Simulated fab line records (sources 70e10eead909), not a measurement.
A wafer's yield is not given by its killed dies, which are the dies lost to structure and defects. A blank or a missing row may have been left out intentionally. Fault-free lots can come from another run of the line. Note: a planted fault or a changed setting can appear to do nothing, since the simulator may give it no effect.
Commonality check across tools -- flow nand-harc -- Sample size 15 lots and 45 wafers

THE REASON FOR OPENING IT
Flagged at NHARC_A_M0_CD_MEAS_09: reading cd-nm, on 3 of 15 lots. Fault-free wafers read 80.0 nm, with a standard deviation of 0.59.
Rule: a lot is flagged in two cases, either no wafer of it has a number, or all its wafers with numbers fall more than 4 standard deviations from that mean. All remaining lots are regarded as sound.

lot,measured,on,"cd-nm (nm), wafer by wafer",flag
L617,day 23 10:16,cd-sem-01,80.3 79.7 80.3,
L615,day 23 11:59,cd-sem-02,80.1 80.1 80.2,
L614,day 23 14:23,cd-sem-01,78.8 80.1 78.9,
L616,day 23 18:03,cd-sem-02,79.3 79.5 79.7,
L618,day 24 10:51,cd-sem-03,80.8 80.7 81.0,
L620,day 25 09:47,cd-sem-02,80.2 80.4 80.4,
L621,day 25 17:59,cd-sem-03,80.1 79.6 79.5,
L627,day 28 05:44,cd-sem-01,49.7 49.7 50.4,FLAGGED
L625,day 28 12:27,cd-sem-03,80.4 80.5 80.6,
L628,day 28 15:23,cd-sem-01,56.2 56.1 55.9,FLAGGED
L626,day 28 18:28,cd-sem-02,81.2 80.7 80.9,
L629,day 29 01:42,cd-sem-01,59.8 59.7 59.5,FLAGGED
L630,day 29 15:25,cd-sem-02,79.6 79.8 80.7,
L632,day 30 20:34,cd-sem-03,80.8 80.6 80.8,
L637,day 33 04:52,cd-sem-01,79.8 80.2 79.9,
The mean of the flagged lots' numbers is 55.2 nm, -24.8 nm from the usual (-42 standard deviations).

LOT BY LOT: THE TOOL USED
The record holds 2 process steps before the reading, out of a route of 1302 steps. Each cell gives the tool, then ch followed by the chambers the sampled wafers passed through, then the start.
lot,flag,NHARC_A_BLC_DESCUM_15,NHARC_A_M0_EXPOSE_06
L617,,"rie-diel-13 ch 0,1,2, day 23 06:26","arfi-scanner-02 ch 0, day 23 10:07"
L615,,"rie-diel-13 ch 1,3, day 23 08:07","arfi-scanner-03 ch 0, day 23 11:51"
L614,,"rie-diel-13 ch 0,3, day 23 10:31","arfi-scanner-02 ch 0, day 23 14:14"
L616,,"rie-diel-04 ch 0,2,3, day 23 14:11","arfi-scanner-03 ch 0, day 23 17:55"
L618,,"rie-diel-04 ch 0,1, day 24 06:59","arfi-scanner-01 ch 0, day 24 10:43"
L620,,"rie-diel-13 ch 1,2,3, day 25 05:32","arfi-scanner-03 ch 0, day 25 09:39"
L621,,"rie-diel-04 ch 1,2,3, day 25 13:40","arfi-scanner-02 ch 0, day 25 17:50"
L627,FLAGGED,"rie-diel-13 ch 0,1,3, day 28 01:25","arfi-scanner-01 ch 0, day 28 05:35"
L625,,"rie-diel-12 ch 1,2,3, day 28 08:34","arfi-scanner-03 ch 0, day 28 12:19"
L628,FLAGGED,"rie-diel-04 ch 1,2,3, day 28 11:34","arfi-scanner-01 ch 0, day 28 15:15"
L626,,"rie-diel-13 ch 0,2,3, day 28 14:31","arfi-scanner-03 ch 0, day 28 18:20"
L629,FLAGGED,"rie-diel-04 ch 1,2,3, day 28 21:52","arfi-scanner-01 ch 0, day 29 01:34"
L630,,"rie-diel-04 ch 1,2,3, day 29 11:35","arfi-scanner-02 ch 0, day 29 15:17"
L632,,"rie-diel-13 ch 0,2, day 30 16:32","arfi-scanner-02 ch 0, day 30 20:26"
L637,,"rie-diel-04 ch 0,3, day 33 00:46","arfi-scanner-03 ch 0, day 33 04:43"
What is done by these steps:
- NHARC_A_BLC_DESCUM_15: chemistry O2, time 3 s.
- NHARC_A_M0_EXPOSE_06: exposes mask A M0, target cd 80 nm.
- NHARC_A_M0_CD_MEAS_09: target cd 80 nm.

FLAGGED AGAINST TOTAL, ONE TOOL AT A TIME (gauges that did the reading follow at the end)
step,tool,lots run,flagged,share of the flagged lots,sound lots run after its first flagged lot
NHARC_A_BLC_DESCUM_15,rie-diel-04,7,2,some,"2 (L630,L637)"
NHARC_A_BLC_DESCUM_15,rie-diel-12,1,0,none,-
NHARC_A_BLC_DESCUM_15,rie-diel-13,7,1,some,"2 (L626,L632)"
NHARC_A_M0_EXPOSE_06,arfi-scanner-01,4,3,all,0
NHARC_A_M0_EXPOSE_06,arfi-scanner-02,5,0,none,-
NHARC_A_M0_EXPOSE_06,arfi-scanner-03,6,0,none,-
NHARC_A_M0_CD_MEAS_09,cd-sem-01,6,3,all,1 (L637)
NHARC_A_M0_CD_MEAS_09,cd-sem-02,5,0,none,-
NHARC_A_M0_CD_MEAS_09,cd-sem-03,4,0,none,-

THE TABLE: WHAT IT ALLOWS
Table rows that saw every flagged lot: 2, namely arfi-scanner-01 at NHARC_A_M0_EXPOSE_06 and cd-sem-01 at NHARC_A_M0_CD_MEAS_09.
- arfi-scanner-01 at NHARC_A_M0_EXPOSE_06 ran 4 lots, 3 of them flagged. Last sound lot L618 at day 24 10:43, first flagged lot L627 at day 28 05:35; a fault beginning in between fits. Its own readings lie more than 4 standard deviations out on every wafer of the flagged lots: exposure-dose-mJ-cm2.
- cd-sem-01 at NHARC_A_M0_CD_MEAS_09 ran 6 lots, 3 of them flagged. Sound lots followed the first flagged one (L637) on it, something a lasting fault affecting the whole tool could not allow.
Left over: one tool, arfi-scanner-01 at NHARC_A_M0_EXPOSE_06.

WHAT THE SIMULATOR PUT IN
Process parameters drifting: arfi-scanner-01 at NHARC_A_M0_EXPOSE_06, beginning at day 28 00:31. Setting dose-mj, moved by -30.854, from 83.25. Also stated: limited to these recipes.
Struck lots among those shown: L627, L628, L629. Same finding as the rule above.
